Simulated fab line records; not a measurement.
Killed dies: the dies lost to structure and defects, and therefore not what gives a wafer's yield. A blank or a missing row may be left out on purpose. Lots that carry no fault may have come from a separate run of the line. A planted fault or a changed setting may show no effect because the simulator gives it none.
Matching of chambers -- flow nand-harc -- 4 sister chambers for NHARC_P_M2_CMP_23 on cmp-03
The step polishes, t overpolish 20 s, target thk 144.3 nm. 8 wafers are shown with their chamber, then 8 later ones without.

## EACH WAFER AND ITS CHAMBER
wafer,chamber,motor-current-A (A),retaining-ring-pressure-frac
L074.5,1,11.0,1.002
L080.3,3,10.6,1.004
L081.5,2,10.9,1.004
L081.6,3,9.9,1.005
L082.2,1,11.4,0.999
L082.4,0,13.7,1.010
L082.5,2,10.6,0.998
L086.2,0,14.7,1.018

## WAFERS WITH NO CHAMBER GIVEN
wafer,motor-current-A (A),retaining-ring-pressure-frac
L086.5,11.4,0.991
L086.6,13.7,1.009
L092.1,10.4,1.003
L092.2,14.3,1.006
L092.5,13.8,0.996
L096.2,10.6,0.997
L096.3,13.4,1.005
L096.4,10.2,0.998

## CHAMBER TAKEN BY EACH
wafer,from the rows above,in truth
L086.5,can't be placed: 1 or 2 or 3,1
L086.6,0,0
L092.1,can't be placed: 3 or 2 or 1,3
L092.2,0,0
L092.5,can't be placed: 0 or 1 or 2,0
L096.2,can't be placed: 2 or 1 or 3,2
L096.3,can't be placed: 0 or 1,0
L096.4,can't be placed: 2 or 3 or 1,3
2 of 8 placed correctly. From these rows, 6 cannot be placed; in 6 the true chamber is one of the candidates. 0 placed wrongly.
How it was worked out, from the rows above alone: a wafer's distance from a chamber is the root of the sum, over the readings, of the square of ((its reading less the chamber's mean) divided by the reading's scatter). If the next closest chamber is less than 2 further off than the closest, the wafer can't be placed; otherwise it belongs to the closest. A chamber's mean is the mean of its shown wafers. The scatter: take each reading less its chamber's mean, square it, sum over the shown wafers, divide by the number of wafers less the number of chambers, and take the root.
